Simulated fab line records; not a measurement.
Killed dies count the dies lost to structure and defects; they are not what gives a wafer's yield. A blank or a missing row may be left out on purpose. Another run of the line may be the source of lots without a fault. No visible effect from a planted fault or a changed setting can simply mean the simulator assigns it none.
fab line records | flow n5-finfet
record lots=4 wafers=12 last-day=15
route steps=1938 shown GATE_CUT@490 MOL_CONTACT_COAG@517 PASSIVATION@1936
lots that met no fault: taken from a fault-free run of the same line
start-h: hours from the record's first day to the start of the lot's first wafer shown | wait-h: how many hours have passed since the lot's step before this one | " identical to the entry in the row above | L1.1+2: a single row standing in for several wafers | - either no value or no given start | * or withheld: withheld | < > ~ a bound
route shown NAME@n: a module of which the file shows steps, and the number in the route of the first | usual: average and standard deviation across the fault-free wafers | same: alike in all rows | chamber/n: place in a boat | sites: the reading at each site | _std_site: the values' standard deviation | _edge_site: inner sites' mean taken away from outer sites' mean | radius-mm: for every site, how far away it sits from the centre of the wafer | mask NAME#n: copy n | behind: the most recent tool/chamber to have shaped the wafer | hold: what put the lot on hold/how long, in hours/how the hold closed | device: the n, p or np transistor that did not switch | end of line: the same wafers' tests at the end of the route | for a step that has no rows: nothing shown but its recipe | killed: the dies lost at the first sort to structure and to defects; this is not the yield of the wafer | map: shows each die of a wafer: x if killed, . if not, _ if none is there
set.NAME: the setting that was run; set.NAME@STEP: the one run at that earlier step | model.NAME: the simulator's own value behind a step, which no gauge read
a table for each step, a row for each wafer; lots at some steps of the route
## steps
# step N5_GATE_CUT_DESCUM_18
# recipe chemistry=O2 time-s=7 source-power-w=50 bias-power-w=20 pressure-mtorr=20 rf-frequency-hz=2.712e+07 temp-c=40 resist=CAR-EUV o2-flow-sccm=225
# step N5_GATE_CUT_ETCH_28
# recipe chemistry=N2/H2 target=underlayer target-depth-a=130 mask-material=CAR-EUV time-s=10.4 ion-energy-ev=200 pressure-mtorr=30 source-w=840 bias-w=150 n2-flow-sccm=200 h2-flow-sccm=200 ends=cleared
# step N5_GATE_CUT_ETCH_36
# recipe chemistry=CF4 target=SiARC target-depth-a=130 mask-material=CAR-EUV time-s=21.7 ion-energy-ev=80 pressure-mtorr=40 source-w=545 bias-w=36 Ar_flow_sccm=100 cf4-flow-sccm=100 ends=cleared
# step N5_GATE_CUT_ETCH_37
# recipe chemistry=N2/H2 target=SOC target-depth-a=600 overetch-a=120 mask-material=SiARC temp-c=40 time-s=90 ion-energy-ev=200 pressure-mtorr=30 source-w=840 bias-w=150 n2-flow-sccm=200 h2-flow-sccm=200
# step N5_GATE_CUT_STRIP_38
# recipe chemistry=N2/H2 temp-c=40 n2-flow-sccm=200 h2-flow-sccm=200 rf-frequency-hz=6e+07
# step N5_GATE_CUT_STRIP_39
# recipe chemistry=N2/H2 temp-c=40 n2-flow-sccm=200 h2-flow-sccm=200 rf-frequency-hz=6e+07
# step N5_GATE_CUT_HM_OPEN_40
# recipe chemistry=C4F6/O2 target=SiO2 mask-material=SiARC target-depth-a=1390 time-s=85.1 ion-energy-ev=250 pressure-mtorr=30 source-w=345 bias-w=185 Ar_flow_sccm=300 C4F6_flow_sccm=10 O2_flow_sccm=10 ends=cleared
# step N5_GATE_CUT_STRIP_41
# recipe chemistry=CF4 resist=SiARC power-w=300 bias-power-w=75 pressure-mtorr=50 cf4-flow-sccm=150 rf-frequency-hz=6e+07
# step N5_GATE_CUT_STRIP_42
# recipe chemistry=O2 power-w=400 temp-c=40 pressure-mtorr=30 rf-frequency-hz=6e+07 bias-power-w=0 overash-fraction=0.3 o2-flow-sccm=225
# step N5_GATE_CUT_ETCH_19
# recipe chemistry=CH3F/O2 target=SiNx mask-material=SiO2 target-depth-a=537 time-s=76.7 pressure-mtorr=30 source-w=395 bias-w=73 Ar_flow_sccm=150 CH3F_flow_sccm=30 O2_flow_sccm=20 ion-energy-ev=120 ends=cleared
# step N5_GATE_CUT_CUT_ETCH_53
# recipe chemistry=SF6/Cl2 target=W mask-material=SiO2 target-depth-a=792 pressure-mtorr=8 icp-w=900 bias-w=80 SF6_flow_sccm=40 Cl2_flow_sccm=60 ends=cleared
# step N5_GATE_CUT_CUT_ETCH_54
# recipe chemistry=Cl2/BCl3 target=TiN mask-material=SiO2 target-depth-a=967 pressure-mtorr=10 icp-w=1000 bias-w=126 Cl2_flow_sccm=53.25 bcl3-flow-sccm=21.75 Ar_flow_sccm=25 ends=cleared
# step N5_GATE_CUT_CUT_ETCH_55
# recipe chemistry=BCl3 target=HfO2 mask-material=SiO2 target-depth-a=32 ion-energy-ev=30 pressure-mtorr=5 icp-w=450 bias-w=18 bcl3-flow-sccm=80
# usual drypump-motor-current-A=6.0/0.35 oes-product-au=0.69/0.078 throttle-valve-pct=32.9/0.42
# columns lot.wafer tool chamber start-h wait-h drypump-motor-current-A oes-product-au rf-hours-counter-h throttle-valve-pct
L114.3 rie-metal-02 0 96.55 0.0 6.0 0.67 - 32.4
L114.4 " 1 " " 6.3 0.68 - 33.3
L114.6 " 0 " " 6.0 0.68 - 32.4
L115.1 rie-metal-01 1 104.02 0.0 5.4 0.76 54 32.4
L115.2 " 0 " " 5.9 0.61 121 33.3
L115.5 " 0 " " 6.0 0.61 - 33.3
L121.1 rie-metal-02 0 138.39 0.0 6.0 0.67 103 32.4
L121.2 " 1 " " 6.3 0.69 93 33.3
L121.3 " 0 " " 5.9 0.68 - 32.4
L127.1 rie-metal-02 1 172.99 0.0 6.2 0.66 97 33.3
L127.3 " 0 " " 6.0 0.67 - 32.4
L127.6 " 0 " " 6.0 0.66 - 32.5
# step N5_GATE_CUT_ETCH_47
# recipe chemistry=Cl2/BCl3 target=SiO2 target-depth-a=100 pressure-mtorr=10 icp-w=1000 bias-w=126 Cl2_flow_sccm=53.25 bcl3-flow-sccm=21.75 Ar_flow_sccm=25
# step N5_GATE_CUT_VAPOR_ETCH_48
# recipe chemistry=BCl3/Cl2 target=TiN mode=isotropic
# step N5_GATE_CUT_VAPOR_ETCH_49
# recipe chemistry=BCl3/Cl2 target=TiAlC mode=isotropic
# step N5_GATE_CUT_VAPOR_ETCH_51
# recipe chemistry=BCl3/Cl2 target=HfO2 mode=isotropic
# step N5_GATE_CUT_STRIP_21
# recipe chemistry=N2/H2 time-s=30 power-w=1000 temp-c=250 pressure-mtorr=withheld n2-flow-sccm=1750 h2-flow-sccm=3250
# step N5_GATE_CUT_STRIP_29
# recipe chemistry=post-etch-residue-remover time-s=60 temp-c=25 remover-ph=withheld remover-water-wt-pct=withheld remover-fluoride-wt-pct=withheld
# step N5_GATE_CUT_SRD_52
# recipe dry=ipa-marangoni time-s=30 temp-c=23 rinse-liquid=diw
# step N5_GATE_CUT_ALD_22
# recipe material=SiNx target-thk-a=160 temp-c=400 ald-precursor-family=SiH2I2 ald-co-reactant=N2/H2-plasma pulse-time-s=1 ald-cycles=320 purge-time-s=2 co-reactant-purge-time-s=2 pressure-torr=2
# step N5_GATE_CUT_CMP_23
# recipe stop-on=SiO2 t-overpolish-s=23.4 post-cmp-clean=alkaline-brush down-force-psi=2.5 platen-rpm=51.8 pad-velocity-m-s=1.0307 target-thk-nm=16
# step N5_GATE_CUT_CMP_43
# recipe material=SiO2 post-cmp-clean=rinse-only
# step N5_GATE_CUT_CMP_61
# recipe stop-on=SiNx t-overpolish-s=3 post-cmp-clean=alkaline-brush down-force-psi=4 platen-rpm=27.09 pad-velocity-m-s=0.539
# step N5_MOL_CONTACT_COAG_COAT_103
# recipe resist=SOC temp-c=250 time-s=60 spin-rpm=1500 resist-thk-nm=80
# step N5_MOL_CONTACT_COAG_COAT_104
# recipe resist=SiARC temp-c=220 time-s=60 spin-rpm=1500 resist-thk-nm=12
# step N5_MOL_CONTACT_COAG_COAT_58
# recipe resist=underlayer temp-c=205 time-s=60 spin-rpm=1500 resist-thk-nm=10
# step N5_MOL_CONTACT_COAG_COAT_02
# recipe resist=CAR-EUV spin-rpm=1500 resist-thk-nm=30
# step N5_MOL_CONTACT_COAG_EBR_04
# recipe solvent=PGMEA ebr-width-mm=1.5
# step N5_MOL_CONTACT_COAG_SOFTBAKE_03
# recipe temp-c=110 time-s=60 resist=CAR-EUV
# step N5_MOL_CONTACT_COAG_EXPOSE_05
# recipe mask-id=CA na=0.33 source-shape=annular sigma-inner=0.4 sigma-outer=0.8 polarization=unpolarized defocus-nm=0 dose-mj=38.25
# step N5_MOL_CONTACT_COAG_PEB_06
# recipe peb-temp-c=100 peb-time-s=60 resist=CAR-EUV
# step N5_MOL_CONTACT_COAG_DEVELOP_07
# recipe develop-time-s=30 developer=TMAH resist=CAR-EUV rinse-liquid=surfactant-rinse dry=air-spin dev-temp-c=23
# step N5_MOL_CONTACT_COAG_DESCUM_13
# recipe chemistry=O2 time-s=7 source-power-w=50 bias-power-w=20 pressure-mtorr=20 rf-frequency-hz=2.712e+07 temp-c=40 resist=CAR-EUV o2-flow-sccm=225
# step N5_MOL_CONTACT_COAG_ETCH_59
# recipe chemistry=N2/H2 target=underlayer target-depth-a=130 mask-material=CAR-EUV time-s=10.4 ion-energy-ev=200 pressure-mtorr=30 source-w=840 bias-w=150 n2-flow-sccm=200 h2-flow-sccm=200 ends=cleared
# step N5_MOL_CONTACT_COAG_ETCH_105
# recipe chemistry=CF4 target=SiARC target-depth-a=156 mask-material=CAR-EUV time-s=26 ion-energy-ev=80 pressure-mtorr=40 source-w=545 bias-w=36 Ar_flow_sccm=100 cf4-flow-sccm=100 ends=cleared
# step N5_PASSIVATION_PROBE_49
# usual defect-limited-yield=91.7/1.4 killed_at_M0_to_M3=32/9.7 killed_at_M4_up=14/5.5 killed-at-contacts=13/6.1 killed-at-front-end=35/10 killed-at-other=4.2/2.9 killed-dies=98/17 killed-open=63/12 killed-short=32/7.7 sort_bin_5_function=4.8/0.9 sort_bin_6_memory=3.1/0.63 sort-n-pass=1073/41 sort-yield-pct=91/3.5
# same gross-dies=1180 killed-at-back-side=0 sort_bin_4_leakage[%]=0 sort_bin_8_speed[%]=0
# columns lot.wafer tool chamber start-h wait-h defect-limited-yield[%] killed_at_M0_to_M3 killed_at_M4_up killed-at-contacts killed-at-front-end killed-at-other killed-dies killed-open killed-short sort_bin_5_function[%] sort_bin_6_memory[%] sort-n-pass sort-yield-pct[%]
L121.1 prober-01 - 321.58 0.0 87.4 27 11 15 86 10 149 69 16 8.1 3.5 1031 87
L121.2 prober-01 - 321.63 0.1 84.7 43 14 8 116 0 181 64 28 10.3 3.7 999 85
L121.3 prober-01 - 321.68 0.1 87.1 28 11 9 99 5 152 59 26 8.1 3.5 1028 87
L127.1 prober-01 - 371.14 0.0 86.2 25 12 17 107 2 163 45 25 8.7 4.0 1017 86
L127.3 prober-01 - 371.24 0.1 88.9 17 10 14 89 1 131 51 23 7.0 2.9 1049 89
L127.6 prober-01 - 371.39 0.3 87.6 26 15 22 81 2 146 60 23 8.1 3.3 1034 88
# killed by level:class
L121.1 GATE_CUT:unspecified=61 MOL_CONTACT_COAG:geometric-particle:open=15 BEOL_M3:geometric-particle:open=7 BEOL_M0_SAQP:geometric-particle:open=6 FIN_SAQP:geometric-particle:open=5 DUMMY_GATE:geometric-particle:open=5 BEOL_M1:geometric-particle:open=4 BEOL_M2:geometric-particle:open=4
L121.2 GATE_CUT:unspecified=88 BEOL_M3:geometric-particle:open=8 BEOL_M2:geometric-particle:open=7 BEOL_M0_SAQP:geometric-particle:short=7 BEOL_M0_SAQP:geometric-particle:open=7 BEOL_M1:geometric-particle:open=7 FIN_SAQP:geometric-particle:open=6 STI_FIN_REVEAL:geometric-particle:open=6
L121.3 GATE_CUT:unspecified=60 FIN_SAQP:geometric-particle:open=11 BEOL_M3:geometric-particle:open=9 MOL_CONTACT_COAG:geometric-particle:open=8 BEOL_M0_SAQP:geometric-particle:short=6 FIN_SAQP:geometric-particle:short=5 STI_FIN_REVEAL:geometric-particle:open=4 BEOL_M0_SAQP:geometric-particle:open=4
L127.1 GATE_CUT:unspecified=91 MOL_CONTACT_COAG:geometric-particle:open=13 BEOL_M0_SAQP:geometric-particle:short=10 BEOL_M0_SAQP:geometric-particle:open=5 STI_FIN_REVEAL:geometric-particle:open=4 MOL_CONTACT_COAG:geometric-particle:short=4 BEOL_M3:geometric-particle:open=4 BEOL_M8:geometric-particle:open=3
L127.3 GATE_CUT:unspecified=57 MOL_CONTACT_COAG:geometric-particle:open=12 DUMMY_GATE:geometric-particle:open=7 FIN_SAQP:geometric-particle:open=5 BEOL_M0_SAQP:geometric-particle:short=5 STI_FIN_REVEAL:geometric-particle:open=4 DUMMY_GATE:geometric-particle:short=4 BEOL_M2:geometric-particle:open=4
L127.6 GATE_CUT:unspecified=62 MOL_CONTACT_COAG:geometric-particle:open=17 BEOL_M2:geometric-particle:open=8 BEOL_M4:geometric-particle:open=7 DUMMY_GATE:geometric-particle:open=6 MOL_CONTACT_COAG:geometric-particle:short=5 BEOL_M0_SAQP:geometric-particle:short=5 BEOL_M5:geometric-particle:open=4
# map L121.2 (x killed, . not)
_________________...x..x...x.________________
______________..x............x.._____________
___________x............x..........__________
__________..x.x.....xx.............._________
________...............x.........x...._______
_______...........x.......x...x......x.______
______........................x..x...x.._____
_____............x.......xx..............____
____.......................x..............___
___...........x...x...............x........__
___............xx......x...................__
__..x.x...................x..............x.._
__..........x.................x............._
_.............x........x.....................
_......................................x.....
_................x...............xx..x.x....x
_...x......x..........x...............x......
_...........xxxx.x.........x.............x...
_..x.x....xxxxxxx.x......x..x........x.......
_......x..xxxxxxxxx....x..............x......
_x..x..x.xxxxxxxxxxx.x....................x..
__........xxxxxxxxxxxx...........x.........x_
__.......xx.xxxxxxxx..x.x..................._
___......xxxxxxxxxxx.xx................x...__
___xx......xxxxxxx.x.......................__
____.......x..xx.x.....xx.......x.......x.___
_____.....x.xxxx....x........x...........____
______....x.xx..xx.......x.............._____
_______..x.xx..........x....x..x.......______
________...............x.x............_______
__________.....x...................x_________
___________x...............x.......__________
______________..x..............._____________
_________________............________________
# map L127.1 (x killed, . not)
_________________............________________
______________......xx.........._____________
___________..x...............x.....__________
__________........x...x............._________
________.x..........................x._______
_______....x......x.........x..........______
______......x.x....................x...._____
_____...............x.......x............____
____.............x...........x..x.........___
___........................................__
___.......x.............x.............x....__
__.....xxx.......x.......x.................._
__.x.......x..........x...................x._
_................x...........................
_.x.........x.x.......x....................x.
_.......................................x....
_...........xxx........................xx....
_...........x.x..x.x......x........x.........
_.....x....xxx.xxx...........................
_....x...xxxxxxxxxxxx.......................x
_......x.xxxxxxxxxxxx........................
__......xxx.xxxxxxxx.....................x.._
__.x..x....xxxxxxxxxx..xx.....x...........x._
___......xxxxxxxxx.xx...........x..........__
___........xxxxxxxxx...x...................__
____........x.xxxx...x......x.............___
_____........x.x.xx......................____
______..xxx..x.......x.....x...........x_____
_______.......x..........x.......x.....______
________..xxx...x.x..................._______
__________............x........x...x_________
___________.......................x__________
______________.................._____________
_________________............________________
## key
first-sign step=N5_PASSIVATION_PROBE_49 reading=killed-at-front-end direction=up sigmas=5.9 usual=35 struck=96
effect step=N5_PASSIVATION_PROBE_49 reading=killed-dies direction=up sigmas=3.4 usual=98 struck=154
more-kills-born-at N5_GATE_CUT_CUT_ETCH_55@rie-metal-02=419
met-at N5_GATE_CUT_CUT_ETCH_55
struck-wafers L121.1,L121.2,L121.3,L127.1,L127.3,L127.6
onset-between 96.55 138.39
also-fits time
fault kind=chamber-particle-source tool=rie-metal-02 chamber=- onset-h=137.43 steps=N5_GATE_CUT_CUT_ETCH_55 rate-per-visit-cm2=0.39528 end-h=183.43
